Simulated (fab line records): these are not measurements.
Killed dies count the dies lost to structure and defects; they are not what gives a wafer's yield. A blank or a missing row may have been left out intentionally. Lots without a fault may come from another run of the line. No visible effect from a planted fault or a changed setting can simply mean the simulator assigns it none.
The same fault as seen by 2 desks -- flow n5Finfet -- every desk sees just its own numbers, and what lay behind them comes last

== FOR THE TOOL OWNER'S DESK: aldMetal-03 ==
The tool's own readings at N5_BEOL_M1_ALD_84 (deposits TaN, pulse time 2 s, purge time 3 s, co reactant purge time 2 s): means of the sampled wafers that have a number, for each lot that ran on this tool. If a lot's mean is further than 4 standard deviations from the usual mean, the lot is out of limits and carries the mark OUT (the distance appears in the brackets).
Columns: A = heaterPowerW at N5_BEOL_M1_ALD_84, usual 420 W; B = precursorVesselPressureTorr at N5_BEOL_M1_ALD_84, usual 26.26 Torr
lot,first seen here,A,B
L648,day 7 00:44,426,26.30
L649,day 7 03:52,434,26.21
L651,day 8 04:00,398,26.29
L652,day 8 04:56,434,26.21
L668,day 12 21:59,404,26.29
Finding of this desk: none of the 5 lots has anything out of limits.

== AT THE METROLOGY DESK ==
Lot by lot, what the gauges showed, no matter which tool ran the lot: averages of those sampled wafers that carry a number. If a lot's mean is further than 4 standard deviations from the usual mean, the lot is out of limits and carries the mark OUT (the distance appears in the brackets). 7 of its 14 readings are shown: the first one out of limits and those lying furthest out on some lot.
Columns: A = CHAIN_V0 at N5_BEOL_M4_RC_MEAS_101, usual 233 ohm/link; B = CHAIN_V0_max_site at N5_BEOL_M4_RC_MEAS_101, usual 242 ohm/link; C = ION_N at N5_BEOL_M4_RC_MEAS_101, usual 680 uA/um; D = ION_P at N5_BEOL_M4_RC_MEAS_101, usual 466 uA/um; E = SERP_M1 at N5_BEOL_M4_RC_MEAS_101, usual 197 ohm/um; F = SERP_M1_max_site at N5_BEOL_M4_RC_MEAS_101, usual 208 ohm/um; G = VT_P at N5_BEOL_M4_RC_MEAS_101, usual -248 mV
lot,first seen here,A,B,C,D,E,F,G
L645,day 8 08:06,244,251,674,467,205,223,-249
L648,day 9 01:14,233,244,702,474,201,208,-247
L649,day 9 10:15,252,260,662,455,214,221,-253
L651,day 9 18:03,380 (+15) OUT,404 (+15) OUT,672,464,263 (+4.7) OUT,284 (+5.1) OUT,-249
L652,day 9 18:40,331 (+9.8) OUT,351 (+9.9) OUT,677,465,235,256,-252
L659,day 12 04:55,235,242,679,468,195,205,-247
L663,day 14 04:46,222,232,683,474,177,188,-247
L666,day 14 21:18,239,244,683,463,193,205,-250
L668,day 15 00:02,226,232,676,464,186,194,-247
This desk's finding: out of limits on L651, L652; first on L651, day 9 18:03 (CHAIN_V0 at N5_BEOL_M4_RC_MEAS_101). L645, L648, L649, L659, L663, L666, L668 stayed within limits.

== PUT TOGETHER ==
L651, L652 would have let the metrology desk raise an alarm at day 9 18:03.
Nothing out of limits was seen by the tool owner's desk.
The tool owner's desk has L651, L652 on record, within its limits.
The lots listed all ran N5_BEOL_M1_ALD_84 on aldMetal-03.

== WHAT THE SIMULATOR HAD PUT IN ==
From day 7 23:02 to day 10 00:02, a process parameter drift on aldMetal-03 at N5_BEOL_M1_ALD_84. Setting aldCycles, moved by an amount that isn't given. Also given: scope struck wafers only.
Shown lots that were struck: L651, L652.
Time in hours between the start of the fault and the first out-of-limits reading at each desk: metrology desk, 43.
